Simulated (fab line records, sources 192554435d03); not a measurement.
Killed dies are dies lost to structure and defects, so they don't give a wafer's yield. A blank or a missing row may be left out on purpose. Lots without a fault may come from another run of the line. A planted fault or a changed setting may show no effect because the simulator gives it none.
Which tool did it? | flow n5_finfet | 9 lots, 26 wafers sampled, at 7 steps of a route of 1938

WHAT THE GAUGES READ, wafer by wafer
N5_BEOL_M9_OCD_MEAS_38.
lot  | measured     | on     | trench_depth_nm (nm)
L391 | day 9 22:03  | ocd-01 | 151.0 151.7 152.7
L395 | day 10 20:59 | ocd-01 | 149.6 155.3 149.5
L397 | day 11 21:31 | ocd-02 | 222.8 148.6 222.5
L399 | day 12 11:53 | ocd-01 | 154.1 144.8 153.4
L400 | day 12 18:54 | ocd-02 | 224.5 149.3
L410 | day 14 19:22 | ocd-02 | 151.7 147.9 149.2
L409 | day 16 09:17 | ocd-01 | 150.5 152.4 152.4
L414 | day 16 12:10 | ocd-01 | 151.6 142.8 143.1
L411 | day 16 13:14 | ocd-02 | 154.6 153.7 151.0

N5_BEOL_M9_CD_MEAS_35: target cd 70 nm, target cd y 40 nm.
lot  | measured     | on        | cd_nm (nm)
L391 | day 9 22:12  | cd_sem-01 | 70.3 69.5 69.3
L395 | day 10 21:09 | cd_sem-02 | 70.6 69.2 68.8
L397 | day 11 21:41 | cd_sem-02 | 69.8 70.0 69.7
L399 | day 12 12:02 | cd_sem-01 | 70.1 70.2 70.6
L400 | day 12 19:04 | cd_sem-03 | 71.2 69.7
L410 | day 14 19:31 | cd_sem-01 | 69.2 70.4 70.1
L409 | day 16 09:26 | cd_sem-01 | 69.7 68.8 69.2
L414 | day 16 12:19 | cd_sem-02 | 70.6 69.3 70.1
L411 | day 16 13:23 | cd_sem-03 | 70.7 69.8 70.2

N5_BEOL_M9_THK_MEAS_53: measures by xrf.
lot  | measured     | on            | M9_THK (nm)
L391 | day 10 01:35 | film_metro-01 | 138 138 139
L395 | day 11 00:10 | film_metro-01 | 137 140 135
L397 | day 12 01:08 | film_metro-01 | 212 137 209
L399 | day 12 14:05 | film_metro-02 | 141 133 142
L400 | day 12 20:47 | film_metro-02 | 212 140
L410 | day 14 21:31 | film_metro-02 | 140 136 139
L409 | day 16 12:20 | film_metro-02 | 139 141 140
L414 | day 16 14:56 | film_metro-02 | 140 131 130
L411 | day 16 15:53 | film_metro-02 | 142 141 139

N5_BEOL_M9_RS_MEAS_57: measures by four-point-probe.
lot  | measured     | on            | M9_RS (ohm/sq)
L391 | day 10 01:43 | film_metro-01 | 0.149 0.148 0.147
L395 | day 11 00:19 | film_metro-02 | 0.150 0.147 0.153
L397 | day 12 01:18 | film_metro-01 | 0.095 0.154 0.097
L399 | day 12 14:14 | film_metro-01 | 0.150 0.160 0.150
L400 | day 12 20:56 | film_metro-01 | 0.097 0.152
L410 | day 14 21:39 | film_metro-02 | 0.149 0.155 0.151
L409 | day 16 12:28 | film_metro-01 | 0.152 0.151 0.152
L414 | day 16 15:04 | film_metro-02 | 0.150 0.161 0.163
L411 | day 16 16:01 | film_metro-01 | 0.148 0.148 0.151

WHICH TOOL RAN EACH LOT (tool, then ch and the chambers of the sampled wafers, then the start)
lot  | N5_BEOL_M9_ETCH_62                 | N5_BEOL_M9_ETCH_65                 | N5_BEOL_M9_TRENCH_ETCH_37
L391 | rie_diel-05 ch 0,2, day 9 19:16    | rie_diel-06 ch 0,1,3, day 9 21:38  | rie_diel-06 ch 0,1,3, day 9 21:52
L395 | rie_diel-06 ch 0,1,3, day 10 19:11 | rie_diel-05 ch 2,3, day 10 20:35   | rie_diel-05 ch 2,3, day 10 20:49
L397 | rie_diel-03 ch 0,1,2, day 11 19:37 | rie_diel-05 ch 0,1,2, day 11 21:07 | rie_diel-05 ch 0,1,2, day 11 21:21
L399 | rie_diel-03 ch 0,2,3, day 12 06:37 | rie_diel-03 ch 0,1,2, day 12 11:28 | rie_diel-03 ch 0,1,2, day 12 11:42
L400 | rie_diel-03 ch 0,2, day 12 07:26   | rie_diel-05 ch 0,2, day 12 18:30   | rie_diel-05 ch 0,2, day 12 18:44
L410 | rie_diel-03 ch 1,3, day 14 12:11   | rie_diel-06 ch 0,1,3, day 14 18:57 | rie_diel-06 ch 0,1,3, day 14 19:11
L409 | rie_diel-03 ch 0,1,2, day 16 06:11 | rie_diel-05 ch 0,1, day 16 08:41   | rie_diel-05 ch 0,1, day 16 09:02
L414 | rie_diel-06 ch 1,2, day 16 10:20   | rie_diel-03 ch 1,3, day 16 11:45   | rie_diel-03 ch 1,3, day 16 11:59
L411 | rie_diel-06 ch 1,2,3, day 16 11:25 | rie_diel-05 ch 1,3, day 16 12:50   | rie_diel-05 ch 1,3, day 16 13:04
- N5_BEOL_M9_ETCH_62: etches SOC in N2/H2, target depth 110 nm, overetch 22 nm, time 165 s.
- N5_BEOL_M9_ETCH_65: etches SiARC in CF4, target depth 15.6 nm, time 26 s.
- N5_BEOL_M9_TRENCH_ETCH_37: etches SiCOH lowk in C4F6/O2, target depth 151.43 nm, time 49 s.

WHAT THE TOOLS THEMSELVES READ (means of the sampled wafers that have a number; where no wafer has one, the mark that the record gives instead)
N5_BEOL_M9_ETCH_62.
lot  | tool        | drypump_motor_current_A (A) | n2_flow_sccm (sccm) | oes_product_au (a.u.) | rf_vpp_V (V) | showerhead_plenum_p_Torr (Torr) | throttle_valve_pct (%)
L391 | rie_diel-05 | 5.91                        | 199.9               | 0.66                  | 522.6        | 2.49                            | 17.9
L395 | rie_diel-06 | 5.79                        | 200.1               | 0.64                  | 524.4        | 2.53                            | 17.7
L397 | rie_diel-03 | 5.89                        | 199.6               | 0.69                  | 526.3        | 2.64                            | 17.7
L399 | rie_diel-03 | 5.59                        | 200.3               | 0.69                  | 524.1        | 2.58                            | 17.8
L400 | rie_diel-03 | 5.66                        | 200.1               | 0.71                  | 526.5        | 2.64                            | 17.7
L410 | rie_diel-03 | 6.04                        | 200.4               | 0.61                  | 524.6        | 2.57                            | 17.8
L409 | rie_diel-03 | 5.91                        | 199.8               | 0.65                  | 526.0        | 2.62                            | 17.7
L414 | rie_diel-06 | 5.54                        | 199.6               | 0.61                  | 525.1        | 2.60                            | 18.1
L411 | rie_diel-06 | 5.69                        | 199.7               | 0.63                  | 524.7        | 2.53                            | 17.9

N5_BEOL_M9_ETCH_65.
lot  | tool        | drypump_motor_current_A (A) | etch_rf_on_time_s (s) | oes_product_au (a.u.) | rf_vpp_V (V) | showerhead_plenum_p_Torr (Torr) | throttle_valve_pct (%)
L391 | rie_diel-06 | 5.78                        | 25.7                  | 0.66                  | 184.4        | 2.14                            | 15.56
L395 | rie_diel-05 | 5.93                        | 25.7                  | 0.64                  | 182.6        | 2.09                            | 15.83
L397 | rie_diel-05 | 5.86                        | 26.1                  | 0.64                  | 184.4        | 2.14                            | 15.72
L399 | rie_diel-03 | 5.89                        | 26.0                  | 0.68                  | 184.4        | 2.21                            | 15.41
L400 | rie_diel-05 | 5.84                        | 26.6                  | 0.66                  | 183.1        | 2.12                            | 15.59
L410 | rie_diel-06 | 5.78                        | 26.1                  | 0.63                  | 183.0        | 2.13                            | 15.60
L409 | rie_diel-05 | 5.81                        | 26.5                  | 0.77                  | 184.4        | 2.19                            | 15.42
L414 | rie_diel-03 | 6.02                        | 27.3                  | 0.59                  | 184.7        | 2.14                            | 15.55
L411 | rie_diel-05 | 5.73                        | 25.7                  | 0.74                  | 184.0        | 2.18                            | 15.57

N5_BEOL_M9_TRENCH_ETCH_37.
lot  | tool        | drypump_motor_current_A (A) | oes_f_703_au (a.u.) | oes_product_au (a.u.) | rf_vpp_V (V) | showerhead_plenum_p_Torr (Torr) | throttle_valve_pct (%)
L391 | rie_diel-06 | 5.78                        | 0.78                | 0.77                  | 658          | 2.84                            | 20.86
L395 | rie_diel-05 | 5.91                        | 0.75                | 0.75                  | 655          | 2.77                            | 21.12
L397 | rie_diel-05 | 5.86                        | 0.73                | 0.90                  | 666          | 2.85                            | 21.08
L399 | rie_diel-03 | 5.88                        | 0.79                | 0.80                  | 670          | 2.94                            | 20.71
L400 | rie_diel-05 | 5.84                        | 0.76                | 0.91                  | 666          | 2.80                            | 20.91
L410 | rie_diel-06 | 5.78                        | 0.76                | 0.75                  | 657          | 2.83                            | 20.90
L409 | rie_diel-05 | 5.81                        | 0.89                | 0.91                  | 673          | 2.91                            | 20.80
L414 | rie_diel-03 | 6.05                        | 0.69                | 0.69                  | 669          | 2.86                            | 20.81
L411 | rie_diel-05 | 5.73                        | 0.86                | 0.87                  | 668          | 2.89                            | 20.93

THE ANSWER, worked out from the rows above alone
Rule: what is usual is taken from the lots themselves. Put in order of their means at a reading, lots are off if they are a third of the lots or fewer, leave a main group of 4 or more, and stand apart from it by a gap of 3 or more times the standard deviation of the main group's means; of several such gaps the widest counts. A main group whose means are all the same, to the digits that the tables above print for the reading, isn't used. A lot without any number at a reading at which 4 lots or more have one is off too. The other lots that the step has rows for count as sound. The gauges are gone through in route order, then the tools' own readings, and for those a lot's mean is taken as printed above. The first step at which some lot is off is used, and at that step the reading that is off furthest; a lot without a number counts as furthest.
Off: L397, L400, at N5_BEOL_M9_OCD_MEAS_38 (trench_depth_nm). The main group: mean 150.6 nm, standard deviation 2.2.
A tool fits if, at a process step before that reading, it ran every lot that is off, and no sound lot after the first of them. The gauges at N5_BEOL_M9_OCD_MEAS_38 aren't tried: what is off there is off at N5_BEOL_M9_THK_MEAS_53 too, on other tools, and a gauge's error can't cause that. None of those tried fits.

WHAT THE SIMULATOR HAD PUT IN
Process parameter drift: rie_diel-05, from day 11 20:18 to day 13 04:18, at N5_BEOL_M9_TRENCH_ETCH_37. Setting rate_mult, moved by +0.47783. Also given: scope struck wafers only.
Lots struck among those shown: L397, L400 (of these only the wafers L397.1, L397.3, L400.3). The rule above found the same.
